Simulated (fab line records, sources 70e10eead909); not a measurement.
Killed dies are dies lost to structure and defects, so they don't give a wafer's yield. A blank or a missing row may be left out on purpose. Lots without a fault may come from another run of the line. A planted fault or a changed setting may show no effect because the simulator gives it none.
fab line records | flow nand_harc
record lots=24 wafers=72 last_day=25
route steps=1159 shown P_M0@267 P_M1@302
lots that met no fault: from a run of the same line without faults
start_h: hours from the record's first day to the start of the lot's first wafer shown | wait_h: hours since the lot's step before | " the same as in the row above | L1.1+2: a row that stands for several wafers | - no value, or no start given | * or withheld: withheld | < > ~ a bound
route shown NAME@n: a module of which the file shows steps, and the number in the route of the first | usual: mean/standard deviation of fault-free wafers | same: alike in all rows | chamber/n: place in a boat | sites: the reading at each site | _std_site: their standard deviation | _edge_site: outer sites' mean less inner sites' | radius_mm: how far each site lies from the wafer's centre | mask NAME#n: copy n | behind: the tool/chamber that last shaped the wafer | hold: why the lot was held/for how many hours/how that ended | device: the transistor (n, p or np) that didn't switch | end of line: the same wafers' tests at the end of the route | a step without rows: its recipe alone | killed: dies lost to structure and defects at the first sort, not the wafer's yield | map: a wafer's dies, x killed, . not, _ none there
set.NAME: the setting as run; set.NAME@STEP: as run at that earlier step | model.NAME: the simulator's own value behind a step, which no gauge read
steps of the route over a sample of lots; a table a step, a row a wafer
services: from which hour (start_h, from the record's first day; less than 0 if before it) a tool's chamber was out of use, for how many hours, and why
## steps
# step NHARC_P_M0_ETCH_34
# recipe target_depth_a=400 overetch_a=120 time_s=43.94 ion_energy_ev=200 n2_flow_sccm=150 h2_flow_sccm=150 ar_flow_sccm=0 rf_w=400 bias_w=150 chemistry=N2/H2
# usual bias_w=150.0/0.49 drypump_motor_current_A=5.6/0.41 oes_product_au=0.999/0.0095 rf_vpp_V=430/3.1 showerhead_plenum_p_Torr=2.02/0.11 throttle_valve_pct=14.170/0.0095
# columns lot.wafer tool chamber start_h wait_h bias_w drypump_motor_current_A oes_product_au rf_hours_counter_h rf_vpp_V showerhead_plenum_p_Torr throttle_valve_pct
L075.3 rie_diel-09 0 124.73 0.1 149.4 5.1 1.011 3 425 1.91 14.168
L075.1 " 1 " " 149.3 5.1 0.993 3 430 2.06 14.177
L075.2 " 2 " " 149.6 5.3 1.007 3 427 1.92 14.175
L074.2 rie_diel-07 2 125.38 0.1 150.4 5.1 1.007 3 435 2.18 14.161
L074.1 " 3 " " 149.9 6.6 1.018 3 425 1.90 14.166
L074.3 " 1 " " 149.8 5.7 1.004 4 429 2.00 14.169
L077.1 rie_diel-07 2 128.51 0.1 150.0 5.2 1.003 3 435 2.18 14.170
L077.3 " 3 " " 150.5 6.6 1.006 3 428 1.90 14.173
L077.6 " 2 " " 150.1 5.2 0.997 - 436 2.18 14.172
L076.1 rie_diel-04 0 133.42 0.1 149.7 5.7 0.996 1 429 1.96 14.169
L076.4 " 1 " " 149.8 5.4 1.009 1 434 2.16 14.165
L076.6 " 3 " " 149.8 5.9 0.996 - 428 1.95 14.184
L078.3 rie_diel-04 0 139.33 0.1 149.8 5.6 0.996 2 428 1.96 14.181
L078.1 " 3 " " 149.7 5.9 0.997 2 427 1.95 14.182
L078.6 " 1 " " 150.1 5.4 1.022 - 435 2.16 14.167
L079.1 rie_diel-09 3 139.96 0.1 149.4 5.3 0.983 5 434 2.19 14.165
L079.2 " 1 " " 149.9 5.1 0.989 5 432 2.06 14.169
L079.6 " 3 " " 149.7 5.3 0.982 - 433 2.19 14.149
L082.3 rie_diel-07 1 161.70 0.1 150.1 5.6 0.988 6 431 2.00 14.178
L082.1 " 2 " " 150.1 5.1 1.016 6 434 2.18 14.168
L082.5 " 0 " " 150.2 5.6 0.989 - 433 2.18 14.158
L081.4 rie_diel-04 3 162.17 0.1 150.7 5.9 0.976 4 428 1.95 14.158
L081.2 " 0 " " 149.0 5.7 0.990 3 429 1.96 14.161
L081.3 " 1 " " 150.6 5.4 1.000 3 434 2.16 14.161
L080.3 rie_diel-04 3 162.71 0.1 150.2 5.9 0.987 4 429 1.95 14.164
L080.4 " 0 " " 150.8 5.7 1.002 3 429 1.96 14.161
L080.1 " 1 " " 150.0 5.4 1.013 3 434 2.16 14.178
L083.4 rie_diel-07 2 170.78 0.1 149.4 5.1 1.023 7 434 2.18 14.175
L083.3 " 3 " " 150.6 6.6 1.008 6 427 1.90 14.168
L083.1 " 0 " " 149.8 5.6 0.990 8 435 2.18 14.166
L084.4 rie_diel-09 3 179.41 0.1 149.7 5.4 0.988 7 435 2.19 14.164
L084.3 " 0 " " 149.7 5.1 1.002 7 427 1.91 14.161
L084.2 " 1 " " 149.7 5.0 1.002 8 431 2.06 14.167
L086.4 rie_diel-04 3 191.03 0.1 149.8 5.9 0.993 6 428 1.95 14.163
L086.3 " 0 " " 149.1 5.7 1.007 5 428 1.96 14.174
L086.6 " 2 " " 149.9 5.9 1.006 - 426 1.91 14.160
L085.3 rie_diel-09 2 191.57 0.1 149.7 5.3 0.993 9 427 1.91 14.175
L085.1 " 0 " " 149.3 5.1 1.005 9 426 1.91 14.186
L085.4 " 1 " " 150.6 5.1 0.999 - 429 2.06 14.179
L089.3 rie_diel-04 0 193.83 0.1 149.7 5.6 1.009 5 428 1.96 14.161
L089.6 " 1 " " 150.4 5.4 1.001 - 434 2.16 14.173
L089.5 " 2 " " 149.9 6.0 1.012 - 429 1.91 14.168
L087.4 rie_diel-09 3 196.55 0.1 150.3 5.3 0.984 9 435 2.19 14.183
L087.5 " 1 " " 150.4 5.1 0.995 - 430 2.06 14.165
L087.6 " 2 " " 150.2 5.3 0.996 - 428 1.91 14.189
L088.1 rie_diel-09 1 202.44 0.1 150.2 5.1 0.994 10 431 2.06 14.168
L088.2 " 3 " " 150.4 5.3 0.978 9 435 2.19 14.174
L088.4 " 3 " " 150.5 5.3 0.999 - 434 2.19 14.175
L090.2 rie_diel-04 0 218.21 0.1 149.4 5.7 1.013 8 429 1.95 14.164
L090.5 " 1 " " 150.0 5.4 0.997 - 431 2.16 14.179
L090.6 " 2 " " 150.0 5.9 0.998 - 429 1.91 14.163
L091.2 rie_diel-07 2 218.62 0.1 150.8 5.1 1.006 9 434 2.18 14.179
L091.3 " 3 " " 149.4 6.6 1.004 10 427 1.90 14.170
L091.4 " 1 " " 150.0 5.6 0.984 9 429 2.00 14.181
L092.2 rie_diel-07 1 224.14 0.1 149.9 5.7 0.989 10 430 2.00 14.184
L092.5 " 0 " " 149.4 5.6 1.002 - 435 2.18 14.157
L092.6 " 1 " " 150.4 5.7 0.987 - 430 2.00 14.164
L093.3 rie_diel-04 2 229.24 0.1 149.6 5.9 1.011 9 426 1.91 14.166
L093.2 " 3 " " 150.4 5.9 1.004 9 428 1.95 14.159
L093.6 " 1 " " 150.6 5.4 1.008 - 433 2.16 14.167
L094.2 rie_diel-09 1 231.14 0.1 149.3 5.1 1.000 12 431 2.05 14.187
L094.3 " 3 " " 149.0 5.4 0.988 12 435 2.18 14.172
L094.5 " 2 " " 149.6 5.3 0.990 - 427 1.91 14.179
L095.4 rie_diel-04 3 240.23 0.1 150.3 5.9 1.004 10 427 1.95 14.166
L095.1 " 0 " " 149.6 5.7 0.995 9 428 1.95 14.164
L095.2 " 1 " " 149.9 5.4 0.992 9 433 2.16 14.176
L096.4 rie_diel-04 1 245.13 0.1 150.6 5.4 1.009 9 434 2.16 14.171
L096.5 " 0 " " 150.4 5.6 0.996 - 428 1.95 14.179
L096.6 " 1 " " 149.8 5.4 1.007 - 432 2.16 14.182
L097.2 rie_diel-09 0 253.49 0.1 150.2 5.1 1.006 14 427 1.91 14.164
L097.1 " 1 " " 150.0 5.1 0.990 15 432 2.05 14.162
L097.5 " 2 " " 149.8 5.3 0.989 - 428 1.91 14.171
# step NHARC_P_M0_CD_MEAS_16
# usual cd_nm=89.6/1.1
# columns lot.wafer tool chamber start_h wait_h cd_nm
L075.1 cd_sem-01 - 124.95 - 91.5
L075.2 " - " " 89.5
L075.3 " - " " 90.5
L074.1 cd_sem-01 - 125.60 - 90.3
L074.2 " - " " 87.3
L074.3 " - " " 89.4
L077.1 cd_sem-01 - 128.73 - 90.2
L077.3 " - " " 91.2
L077.6 " - " " 89.2
L076.1 cd_sem-03 - 133.63 - 88.7
L076.4 " - " " 88.6
L076.6 " - " " 88.8
L078.1 cd_sem-01 - 139.60 - 91.3
L078.3 " - " " 91.5
L078.6 " - " " 90.2
L079.1 cd_sem-03 - 140.17 - 88.8
L079.2 " - " " 90.9
L079.6 " - " " 89.4
L082.1 cd_sem-02 - 161.90 - 87.1
L082.3 " - " " 88.2
L082.5 " - " " 88.5
L081.2 cd_sem-03 - 162.38 - 91.8
L081.3 " - " " 90.7
L081.4 " - " " 90.3
L080.1 cd_sem-03 - 162.93 - 90.3
L080.3 " - " " 91.1
L080.4 " - " " 89.0
L083.1 cd_sem-02 - 170.99 - 89.3
L083.3 " - " " 89.6
L083.4 " - " " 87.6
L084.2 cd_sem-03 - 179.62 - 90.0
L084.3 " - " " 88.8
L084.4 " - " " 89.2
L086.3 cd_sem-01 - 191.24 - 90.7
L086.4 " - " " 88.7
L086.6 " - " " 88.5
L085.1 cd_sem-01 - 191.81 - 88.4
L085.3 " - " " 89.4
L085.4 " - " " 91.6
L089.3 cd_sem-03 - 194.04 - 89.3
L089.5 " - " " 89.4
L089.6 " - " " 90.0
L087.4 cd_sem-02 - 196.76 - 89.5
L087.5 " - " " 89.1
L087.6 " - " " 88.3
L088.1 cd_sem-03 - 202.68 - 88.6
L088.2 " - " " 90.1
L088.4 " - " " 90.4
L090.2 cd_sem-01 - 218.41 - 89.2
L090.5 " - " " 89.7
L090.6 " - " " 91.1
L091.2 cd_sem-01 - 218.84 - 90.4
L091.3 " - " " 89.2
L091.4 " - " " 90.0
L092.2 cd_sem-02 - 224.35 - 88.0
L092.5 " - " " 89.2
L092.6 " - " " 88.5
L093.2 cd_sem-01 - 229.46 - 90.6
L093.3 " - " " 90.8
L093.6 " - " " 90.4
L094.2 cd_sem-03 - 231.36 - 89.6
L094.3 " - " " 89.4
L094.5 " - " " 90.1
L095.1 cd_sem-03 - 240.44 - 89.6
L095.2 " - " " 91.1
L095.4 " - " " 91.4
L096.4 cd_sem-01 - 245.35 - 88.0
L096.5 " - " " 89.2
L096.6 " - " " 89.8
L097.1 cd_sem-01 - 253.69 - 89.5
L097.2 " - " " 89.3
L097.5 " - " " 87.7
# step NHARC_P_M0_DEGAS_28
# recipe temp_c=250 time_s=60
# usual heater_power_w=323/24
# columns lot.wafer tool chamber start_h wait_h heater_power_w
L075.1 pvd_sputter-01 - 125.57 - 310
L075.3 " - " " 340
L075.2 " - " " 313
L074.2 pvd_sputter-03 - 126.22 - 315
L074.3 " - " " 348
L074.1 " - " " 324
L077.3 pvd_sputter-02 - 129.36 - 294
L077.1 " - " " 271
L077.6 " - " " 334
L076.1 pvd_sputter-01 - 134.25 - 318
L076.4 " - " " 314
L076.6 " - " " 355
L078.3 pvd_sputter-03 - 140.21 - 364
L078.1 " - " " 339
L078.6 " - " " 330
L079.2 pvd_sputter-01 - 140.79 - 325
L079.1 " - " " 335
L079.6 " - " " 310
L082.3 pvd_sputter-02 - 162.53 - 359
L082.1 " - " " 336
L082.5 " - " " 296
L081.2 pvd_sputter-02 - 163.00 - 357
L081.3 " - " " 289
L081.4 " - " " 271
L080.1 pvd_sputter-02 - 163.56 - 291
L080.4 " - " " 269
L080.3 " - " " 359
L083.3 pvd_sputter-01 - 171.60 - 310
L083.4 " - " " 305
L083.1 " - " " 329
L084.4 pvd_sputter-03 - 180.24 - 363
L084.2 " - " " 315
L084.3 " - " " 337
L086.4 pvd_sputter-03 - 191.86 - 318
L086.3 " - " " 347
L086.6 " - " " 360
L085.1 pvd_sputter-01 - 192.48 - 314
L085.3 " - " " 310
L085.4 " - " " 310
L089.3 pvd_sputter-01 - 194.70 - 348
L089.6 " - " " 340
L089.5 " - " " 318
L087.4 pvd_sputter-02 - 197.38 - 290
L087.6 " - " " 361
L087.5 " - " " 337
L088.2 pvd_sputter-01 - 203.31 - 317
L088.4 " - " " 311
L088.1 " - " " 322
L090.2 pvd_sputter-01 - 219.13 - 318
L090.5 " - " " 315
L090.6 " - " " 306
L091.4 pvd_sputter-01 - 219.48 - 303
L091.3 " - " " 313
L091.2 " - " " 321
L092.2 pvd_sputter-02 - 224.98 - 324
L092.6 " - " " 288
L092.5 " - " " 280
L093.2 pvd_sputter-01 - 230.08 - 321
L093.3 " - " " 312
L093.6 " - " " 318
L094.3 pvd_sputter-02 - 231.99 - 330
L094.2 " - " " 285
L094.5 " - " " 326
L095.1 pvd_sputter-03 - 241.06 - 344
L095.4 " - " " 332
L095.2 " - " " 368
L096.4 pvd_sputter-03 - 245.98 - 326
L096.6 " - " " 361
L096.5 " - " " 326
L097.2 pvd_sputter-01 - 254.31 - 326
L097.1 " - " " 301
L097.5 " - " " 310
# step NHARC_P_M1_STRIP_18
# recipe power_w=1000 n2_flow_sccm=150 h2_flow_sccm=150 ar_flow_sccm=0 bias_w=0 chemistry=N2/H2
# usual drypump_motor_current_A=6.0/0.54 oes_product_au=1.001/0.01 rf_vpp_V=90.5/0.95 showerhead_plenum_p_Torr=2.02/0.088 throttle_valve_pct=14.170/0.0095
# same bias_w=0
# columns lot.wafer tool chamber start_h wait_h drypump_motor_current_A oes_product_au rf_hours_counter_h rf_vpp_V showerhead_plenum_p_Torr throttle_valve_pct
L075.2 rie_diel-12 3 129.16 0.1 5.3 1.008 2.4 88.6 1.96 14.168
L075.1 " 0 " " 6.7 1.003 2.2 90.3 1.92 14.162
L075.3 " 1 " " 6.0 0.991 2.3 89.4 2.05 14.158
L074.2 rie_diel-12 2 129.77 0.1 6.7 1.002 2.5 91.4 2.01 14.175
L074.3 " 3 " " 5.3 1.006 2.5 91.3 1.96 14.164
L074.1 " 1 " " 6.0 1.000 2.3 90.0 2.05 14.177
L077.3 rie_diel-01 0 132.82 0.1 5.9 0.997 10.4 89.8 1.90 14.159
L077.1 " 1 " " 5.6 1.016 10.9 90.9 1.92 14.167
L077.6 " 0 " " 5.9 0.997 - 88.9 1.90 14.164
L076.4 rie_diel-08 2 138.03 0.1 5.7 0.990 0.2 90.3 2.13 14.180
L076.1 " 3 " " 5.6 1.006 0.2 90.6 1.93 14.168
L076.6 " 3 " " 5.6 1.010 - 90.6 1.93 14.159
L078.1 rie_diel-12 2 143.62 0.1 6.6 0.993 3.0 90.9 2.01 14.167
L078.3 " 3 " " 5.3 0.999 3.0 91.6 1.96 14.175
L078.6 " 3 " " 5.3 0.995 - 90.6 1.96 14.159
L079.2 rie_diel-12 2 144.23 0.1 6.6 0.989 3.1 91.3 2.01 14.177
L079.1 " 0 " " 6.7 0.998 2.8 89.0 1.92 14.177
L079.6 " 3 " " 5.3 0.980 - 91.4 1.96 14.168
L082.3 rie_diel-01 0 166.03 0.1 5.9 0.993 1.7 89.7 1.90 14.180
L082.1 " 2 " " 6.5 0.998 1.4 88.5 1.96 14.185
L082.5 " 0 " " 5.9 0.987 - 91.4 1.90 14.175
L081.4 rie_diel-08 3 166.53 0.1 5.6 1.000 1.9 92.0 1.93 14.182
L081.2 " 0 " " 6.4 1.003 2.4 91.0 2.14 14.164
L081.3 " 1 " " 6.5 1.021 2.4 91.5 2.15 14.175
L080.3 rie_diel-12 2 167.10 0.1 6.7 1.002 3.6 92.4 2.01 14.153
L080.1 " 3 " " 5.2 1.008 3.6 90.5 1.96 14.175
L080.4 " 1 " " 6.0 0.984 3.4 90.7 2.05 14.186
L083.4 rie_diel-08 0 175.28 0.1 6.4 1.000 2.6 91.7 2.14 14.163
L083.1 " 2 " " 5.6 0.998 2.6 91.9 2.13 14.183
L083.3 " 3 " " 5.6 1.008 2.1 90.4 1.93 14.172
L084.3 rie_diel-08 3 184.23 0.1 5.6 1.007 2.3 91.2 1.93 14.171
L084.4 " 0 " " 6.4 1.005 2.8 92.8 2.14 14.184
L084.2 " 1 " " 6.7 1.014 2.8 91.0 2.15 14.185
L086.3 rie_diel-08 2 195.45 0.1 5.7 0.998 3.8 92.1 2.13 14.171
L086.6 " 2 " " 5.7 1.000 - 90.3 2.13 14.147
L086.4 " 3 " " 5.6 0.995 - 89.8 1.93 14.170
L085.1 rie_diel-08 3 196.08 0.1 5.6 0.999 3.4 91.5 1.93 14.179
L085.3 " 2 " " 5.6 0.989 3.9 90.8 2.13 14.182
L085.4 " 2 " " 5.7 0.984 - 91.4 2.13 14.176
L089.3 rie_diel-08 1 198.32 0.1 6.6 1.010 4.1 91.2 2.15 14.173
L089.6 " 0 " " 6.4 1.000 - 91.1 2.14 14.165
L089.5 " 1 " " 6.7 1.016 - 90.4 2.15 14.171
L087.4 rie_diel-12 0 201.15 0.2 6.7 1.011 3.7 88.4 1.92 14.166
L087.6 " 1 " " 6.0 0.985 - 90.4 2.05 14.171
L087.5 " 2 " " 6.6 0.998 - 89.9 2.01 14.155
L088.1 rie_diel-08 2 206.83 0.1 5.7 0.997 4.5 91.6 2.13 14.171
L088.2 " 1 " " 6.5 1.018 4.6 91.7 2.15 14.157
L088.4 " 2 " " 5.6 1.008 - 92.0 2.13 14.165
L090.2 rie_diel-12 1 222.60 0.1 6.0 1.005 0.1 91.1 2.05 14.161
L090.6 " 0 " " 6.7 1.007 - 90.3 1.92 14.172
L090.5 " 1 " " 6.0 1.008 - 91.4 2.05 14.168
L091.4 rie_diel-08 1 223.02 0.1 6.6 1.006 5.7 91.7 2.15 14.157
L091.3 " 2 " " 5.6 1.004 5.6 91.0 2.13 14.174
L091.2 " 3 " " 5.6 0.994 4.7 90.4 1.93 14.166
L092.2 rie_diel-01 2 228.55 0.1 6.5 0.990 5.0 90.4 1.96 14.154
L092.6 " 2 " " 6.5 0.979 - 90.9 1.96 14.165
L092.5 " 3 " " 5.1 1.013 - 89.9 2.11 14.188
L093.3 rie_diel-12 1 233.56 0.1 6.0 1.012 0.4 90.0 2.05 14.180
L093.2 " 2 " " 6.6 1.000 0.4 89.9 2.01 14.173
L093.6 " 2 " " 6.6 0.991 - 90.5 2.01 14.183
L094.3 rie_diel-01 3 235.56 0.1 5.1 1.003 5.5 91.6 2.11 14.162
L094.2 " 0 " " 5.9 0.989 6.1 90.5 1.89 14.181
L094.5 " 2 " " 6.6 0.995 - 89.7 1.96 14.160
L095.4 rie_diel-12 1 244.55 0.1 6.0 1.001 0.7 89.4 2.05 14.165
L095.2 " 3 " " 5.3 1.000 0.9 89.6 1.96 14.174
L095.1 " 0 " " 6.7 1.005 0.8 91.0 1.92 14.182
L096.4 rie_diel-01 1 250.90 0.1 5.7 1.011 6.7 88.6 1.92 14.172
L096.6 " 2 " " 6.5 0.981 - 88.8 1.96 14.169
L096.5 " 3 " " 5.1 1.015 - 89.5 2.11 14.152
L097.1 rie_diel-12 2 257.90 0.1 6.6 0.975 1.1 89.2 2.01 14.175
L097.2 " 0 " " 6.7 0.997 1.0 89.6 1.92 14.169
L097.5 " 2 " " 6.6 0.987 - 90.5 2.01 14.167
# step NHARC_P_M1_PVD_20
# recipe target_thk_a=50 bias_v=168.6 power_w=15000 chamber_pressure_pa=0.12 time_s=8.06 substrate_temp_c=50 material=TaN
# usual bias_v=168.6/1.9 cathode_dc_power_W=15000/2.8 throttle_valve_pct=30.0/1
# columns lot.wafer tool chamber start_h wait_h bias_v cathode_dc_power_W throttle_valve_pct
L075.1 pvd_sputter-01 - - - 166.0 14999 30.9
L075.3 " - " " 167.5 14993 30.7
L075.2 " - " " 169.5 15002 31.9
L074.1 pvd_sputter-02 - - - 171.9 15000 30.4
L074.3 " - " " 167.4 15001 28.3
L074.2 " - " " 169.2 14995 29.8
L077.1 pvd_sputter-02 - - - 167.3 14999 30.3
L077.3 " - " " 169.7 15000 28.3
L077.6 " - " " 165.8 15001 30.5
L076.1 pvd_sputter-02 - - - 165.3 14998 30.3
L076.4 " - " " 171.6 15003 30.6
L076.6 " - " " 165.6 15001 27.9
L078.1 pvd_sputter-03 - - - 165.0 15002 29.5
L078.3 " - " " 168.3 14999 31.6
L078.6 " - " " 164.9 15001 29.4
L079.1 pvd_sputter-02 - - - 172.6 15000 28.2
L079.2 " - " " 168.4 14993 29.8
L079.6 " - " " 168.2 14995 30.6
L082.3 pvd_sputter-03 - - - 167.0 14998 31.2
L082.1 " - " " 169.3 14996 29.1
L082.5 " - " " 166.7 15005 29.2
L081.3 pvd_sputter-02 - - - 170.3 15000 28.2
L081.2 " - " " 169.1 15007 29.9
L081.4 " - " " 170.1 15003 30.0
L080.4 pvd_sputter-03 - - - 167.4 14993 29.0
L080.1 " - " " 168.1 15000 29.3
L080.3 " - " " 169.7 14998 31.3
L083.1 pvd_sputter-02 - - - 166.6 15003 30.1
L083.4 " - " " 167.1 15003 29.8
L083.3 " - " " 169.0 14998 30.3
L084.3 pvd_sputter-01 - - - 165.3 15001 32.0
L084.4 " - " " 168.7 15003 30.6
L084.2 " - " " 170.1 15000 30.9
L086.3 pvd_sputter-02 - - - 166.5 14999 30.2
L086.4 " - " " 167.3 15002 28.4
L086.6 " - " " 165.1 15003 29.8
L085.4 pvd_sputter-01 - - - 170.6 15002 29.4
L085.3 " - " " 167.1 14999 32.0
L085.1 " - " " 165.8 15003 30.5
L089.3 pvd_sputter-02 - - - 170.3 15001 30.1
L089.6 " - " " 168.2 14999 30.2
L089.5 " - " " 170.2 14998 29.8
L087.4 pvd_sputter-01 - - - 168.0 15002 29.1
L087.5 " - " " 169.0 14997 31.3
L087.6 " - " " 171.5 14999 31.8
L088.2 pvd_sputter-02 - - - 168.2 14996 30.0
L088.4 " - " " 168.6 15006 30.0
L088.1 " - " " 169.9 14998 30.5
L090.2 pvd_sputter-01 - - - 168.5 15001 30.7
L090.5 " - " " 167.8 15003 30.4
L090.6 " - " " 168.6 14995 28.9
L091.2 pvd_sputter-03 - - - 167.7 15005 31.7
L091.4 " - " " 171.4 15001 31.1
L091.3 " - " " 171.3 15000 29.2
L092.2 pvd_sputter-03 - - - 166.9 15002 29.4
L092.6 " - " " 168.8 14997 29.0
L092.5 " - " " 168.8 15000 29.7
L093.3 pvd_sputter-03 - - - 168.3 14995 31.0
L093.2 " - " " 168.6 14996 29.2
L093.6 " - " " 169.4 15005 31.1
L094.3 pvd_sputter-02 - - - 169.8 14997 30.7
L094.2 " - " " 167.8 14995 29.9
L094.5 " - " " 170.8 14999 29.2
L095.1 pvd_sputter-02 - - - 167.4 14995 29.0
L095.4 " - " " 167.3 15003 30.4
L095.2 " - " " 167.0 15001 29.5
L096.4 pvd_sputter-02 - - - 170.4 14994 28.7
L096.6 " - " " 168.8 15000 30.0
L096.5 " - " " 170.7 15001 29.0
L097.2 pvd_sputter-03 - - - 171.2 14999 31.7
L097.1 " - " " 168.7 15002 28.9
L097.5 " - " " 170.4 15003 31.1
# step NHARC_P_M1_ANNEAL_31
# recipe temp_c=225 time_s=90
# usual wafer_temp_C_max=226.2/0.31
# columns lot.wafer tool chamber start_h wait_h wafer_temp_C_max
L075.1 rtp_anneal-02 0 130.50 - 226.3
L075.2 " 0 " " 226.3
L075.3 " 0 " " 226.4
L074.1 rtp_anneal-01 0 131.14 - 226.0
L074.2 " 0 " " 226.3
L074.3 " 0 " " 226.2
L077.1 rtp_anneal-01 0 134.20 0.3 226.3
L077.3 " 0 " " 225.9
L077.6 " 0 " " 226.0
L076.1 rtp_anneal-01 0 139.43 0.3 226.1
L076.4 " 0 " " 225.9
L076.6 " 0 " " 226.0
L078.1 rtp_anneal-01 0 145.03 0.3 225.8
L078.3 " 0 " " 226.1
L078.6 " 0 " " 225.9
L079.1 rtp_anneal-02 0 145.61 - 226.6
L079.2 " 0 " " 226.5
L079.6 " 0 " " 226.2
L082.1 rtp_anneal-02 0 167.44 - 226.5
L082.3 " 0 " " 226.3
L082.5 " 0 " " 226.5
L081.2 rtp_anneal-01 0 167.97 0.4 226.0
L081.3 " 0 " " 225.5
L081.4 " 0 " " 225.9
L080.1 rtp_anneal-02 0 168.48 0.3 226.8
L080.3 " 0 " " 226.9
L080.4 " 0 " " 226.5
L083.1 rtp_anneal-02 0 176.69 0.3 226.7
L083.3 " 0 " " 226.2
L083.4 " 0 " " 226.2
L084.2 rtp_anneal-02 0 185.67 0.3 227.0
L084.3 " 0 " " 226.2
L084.4 " 0 " " 226.7
L086.3 rtp_anneal-02 0 197.02 - 226.0
L086.4 " 0 " " 226.2
L086.6 " 0 " " 226.4
L085.1 rtp_anneal-02 0 197.54 - 226.4
L085.3 " 0 " " 226.6
L085.4 " 0 " " 226.6
L089.3 rtp_anneal-01 0 199.77 0.3 226.2
L089.5 " 0 " " 226.0
L089.6 " 0 " " 226.2
L087.4 rtp_anneal-02 0 202.61 0.3 225.8
L087.5 " 0 " " 226.8
L087.6 " 0 " " 226.1
L088.1 rtp_anneal-01 0 208.71 - 225.7
L088.2 " 0 " " 225.8
L088.4 " 0 " " 225.8
L090.2 rtp_anneal-01 0 224.00 0.4 226.2
L090.5 " 0 " " 225.8
L090.6 " 0 " " 226.0
L091.2 rtp_anneal-02 0 224.45 - 225.8
L091.3 " 0 " " 226.3
L091.4 " 0 " " 226.4
L092.2 rtp_anneal-01 0 230.00 0.3 226.2
L092.5 " 0 " " 226.1
L092.6 " 0 " " 225.9
L093.2 rtp_anneal-01 0 235.14 - 226.1
L093.3 " 0 " " 226.5
L093.6 " 0 " " 225.8
L094.2 rtp_anneal-01 0 236.98 - 225.8
L094.3 " 0 " " 225.7
L094.5 " 0 " " 226.3
L095.1 rtp_anneal-01 0 245.97 - 226.3
L095.2 " 0 " " 225.9
L095.4 " 0 " " 226.1
L096.4 rtp_anneal-01 0 252.37 - 226.0
L096.5 " 0 " " 226.2
L096.6 " 0 " " 225.8
L097.1 rtp_anneal-02 0 259.42 0.4 226.6
L097.2 " 0 " " 226.7
L097.5 " 0 " " 226.2
## services
# columns tool chamber start_h hours kind
pvd_sputter-03 - 102.00 10.0 pm
rie_diel-04 - 111.95 9.0 pm
rie_diel-12 0 112.70 2.8 repair
pvd_sputter-01 - 115.81 1.2 repair
rie_diel-08 3 123.84 5.1 repair
rie_diel-08 - 124.80 9.0 pm
rie_diel-04 - 129.52 0.6 repair
rie_diel-08 3 142.35 3.2 repair
rie_diel-07 1 148.24 6.4 repair
pvd_sputter-03 - 152.33 5.0 repair
pvd_sputter-01 - 158.00 10.0 pm
rie_diel-07 - 165.40 0.6 repair
rie_diel-12 0 181.73 5.8 repair
rie_diel-09 3 190.42 2.4 repair
rie_diel-08 0 193.41 4.6 repair
rie_diel-08 0 199.38 19.4 repair
rie_diel-12 - 202.40 9.0 pm
pvd_sputter-02 - 214.02 10.0 pm
rie_diel-08 3 216.15 1.7 repair
pvd_sputter-01 - 217.17 1.9 repair
pvd_sputter-01 - 227.25 0.9 repair
rie_diel-09 2 241.72 6.3 repair
rie_diel-09 - 254.11 9.0 pm
rie_diel-04 3 259.20 4.8 repair
## key
fault none
